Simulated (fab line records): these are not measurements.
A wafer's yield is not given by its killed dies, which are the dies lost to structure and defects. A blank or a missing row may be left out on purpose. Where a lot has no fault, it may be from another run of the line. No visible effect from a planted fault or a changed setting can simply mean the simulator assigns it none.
Matching of chambers || flow nand-harc || NHARC_A_SLIT_DESCUM_14 on rie-diel-04 has 4 sister chambers
The step chemistry O2, time 3 s. 18 wafers are shown with their chamber, then 9 later ones without.

EACH WAFER AND ITS CHAMBER
{"wafer": "L075.1", "chamber": 0, "drypump-motor-current-A (A)": 6.1, "oes-product-au (a.u.)": 0.994, "throttle-valve-pct (%)": 11.303}
{"wafer": "L075.3", "chamber": 1, "drypump-motor-current-A (A)": 5.5, "oes-product-au (a.u.)": 1.003, "throttle-valve-pct (%)": 11.310}
{"wafer": "L075.6", "chamber": 1, "drypump-motor-current-A (A)": 5.5, "oes-product-au (a.u.)": 0.995, "throttle-valve-pct (%)": 11.288}
{"wafer": "L079.1", "chamber": 3, "drypump-motor-current-A (A)": 5.8, "oes-product-au (a.u.)": 0.995, "throttle-valve-pct (%)": 11.300}
{"wafer": "L079.2", "chamber": 1, "drypump-motor-current-A (A)": 5.6, "oes-product-au (a.u.)": 0.996, "throttle-valve-pct (%)": 11.314}
{"wafer": "L079.5", "chamber": 0, "drypump-motor-current-A (A)": 6.2, "oes-product-au (a.u.)": 0.994, "throttle-valve-pct (%)": 11.302}
{"wafer": "L083.1", "chamber": 1, "drypump-motor-current-A (A)": 5.5, "oes-product-au (a.u.)": 1.014, "throttle-valve-pct (%)": 11.304}
{"wafer": "L083.2", "chamber": 2, "drypump-motor-current-A (A)": 5.3, "oes-product-au (a.u.)": 1.013, "throttle-valve-pct (%)": 11.316}
{"wafer": "L083.3", "chamber": 3, "drypump-motor-current-A (A)": 5.8, "oes-product-au (a.u.)": 1.030, "throttle-valve-pct (%)": 11.307}
{"wafer": "L086.1", "chamber": 0, "drypump-motor-current-A (A)": 6.1, "oes-product-au (a.u.)": 1.003, "throttle-valve-pct (%)": 11.299}
{"wafer": "L086.2", "chamber": 1, "drypump-motor-current-A (A)": 5.6, "oes-product-au (a.u.)": 0.988, "throttle-valve-pct (%)": 11.310}
{"wafer": "L086.5", "chamber": 0, "drypump-motor-current-A (A)": 6.2, "oes-product-au (a.u.)": 1.011, "throttle-valve-pct (%)": 11.308}
{"wafer": "L084.2", "chamber": 3, "drypump-motor-current-A (A)": 5.8, "oes-product-au (a.u.)": 1.020, "throttle-valve-pct (%)": 11.304}
{"wafer": "L084.3", "chamber": 1, "drypump-motor-current-A (A)": 5.6, "oes-product-au (a.u.)": 0.991, "throttle-valve-pct (%)": 11.322}
{"wafer": "L084.6", "chamber": 2, "drypump-motor-current-A (A)": 5.3, "oes-product-au (a.u.)": 1.017, "throttle-valve-pct (%)": 11.315}
{"wafer": "L087.1", "chamber": 3, "drypump-motor-current-A (A)": 5.8, "oes-product-au (a.u.)": 1.026, "throttle-valve-pct (%)": 11.311}
{"wafer": "L087.4", "chamber": 2, "drypump-motor-current-A (A)": 5.3, "oes-product-au (a.u.)": 1.022, "throttle-valve-pct (%)": 11.314}
{"wafer": "L087.6", "chamber": 1, "drypump-motor-current-A (A)": 5.5, "oes-product-au (a.u.)": 0.993, "throttle-valve-pct (%)": 11.296}

SIGNATURES (means of the wafers above)
{"reading": "drypump-motor-current-A", "chamber 0": 6.150, "chamber 1": 5.543, "chamber 2": 5.300, "chamber 3": 5.800, "scatter within a chamber": 0.044}
{"reading": "oes-product-au", "chamber 0": 1.00050, "chamber 1": 0.99714, "chamber 2": 1.01733, "chamber 3": 1.01775, "scatter within a chamber": 0.0102}
{"reading": "throttle-valve-pct", "chamber 0": 11.30300, "chamber 1": 11.30629, "chamber 2": 11.31500, "chamber 3": 11.30550, "scatter within a chamber": 0.00797}
Rule: for each reading, subtract the chamber's mean from the wafer's reading, divide by that reading's scatter and square the result; add these up over the readings and take the root, which gives the wafer's distance from the chamber. The wafer belongs to the nearest chamber; if the next one is less than 2 further off, it can't be placed. The scatter: take each reading less its chamber's mean, square it, sum over the shown wafers, divide by the number of wafers less the number of chambers, and take the root.

WAFERS MISSING THEIR CHAMBER
{"wafer": "L090.2", "drypump-motor-current-A (A)": 5.4, "oes-product-au (a.u.)": 1.000, "throttle-valve-pct (%)": 11.305}
{"wafer": "L090.3", "drypump-motor-current-A (A)": 6.1, "oes-product-au (a.u.)": 0.989, "throttle-valve-pct (%)": 11.317}
{"wafer": "L090.5", "drypump-motor-current-A (A)": 5.3, "oes-product-au (a.u.)": 1.011, "throttle-valve-pct (%)": 11.319}
{"wafer": "L093.1", "drypump-motor-current-A (A)": 5.3, "oes-product-au (a.u.)": 1.011, "throttle-valve-pct (%)": 11.302}
{"wafer": "L093.2", "drypump-motor-current-A (A)": 5.5, "oes-product-au (a.u.)": 1.007, "throttle-valve-pct (%)": 11.323}
{"wafer": "L093.3", "drypump-motor-current-A (A)": 6.1, "oes-product-au (a.u.)": 0.990, "throttle-valve-pct (%)": 11.310}
{"wafer": "L096.1", "drypump-motor-current-A (A)": 5.8, "oes-product-au (a.u.)": 1.016, "throttle-valve-pct (%)": 11.305}
{"wafer": "L096.3", "drypump-motor-current-A (A)": 5.4, "oes-product-au (a.u.)": 1.024, "throttle-valve-pct (%)": 11.309}
{"wafer": "L096.6", "drypump-motor-current-A (A)": 5.4, "oes-product-au (a.u.)": 1.011, "throttle-valve-pct (%)": 11.322}

WHICH CHAMBER EACH ONE RAN IN
{"wafer": "L090.2", "from the rows above": "can't be placed: 2 or 1", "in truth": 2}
{"wafer": "L090.3", "from the rows above": 0, "in truth": 0}
{"wafer": "L090.5", "from the rows above": 2, "in truth": 2}
{"wafer": "L093.1", "from the rows above": 2, "in truth": 2}
{"wafer": "L093.2", "from the rows above": 1, "in truth": 1}
{"wafer": "L093.3", "from the rows above": 0, "in truth": 0}
{"wafer": "L096.1", "from the rows above": 3, "in truth": 3}
{"wafer": "L096.3", "from the rows above": "can't be placed: 2 or 1", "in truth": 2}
{"wafer": "L096.6", "from the rows above": "can't be placed: 2 or 1", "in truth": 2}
Correctly placed: 6 of 9. Not placeable from these rows: 3 (in 3, the candidates include the true chamber). 0 placed wrongly.
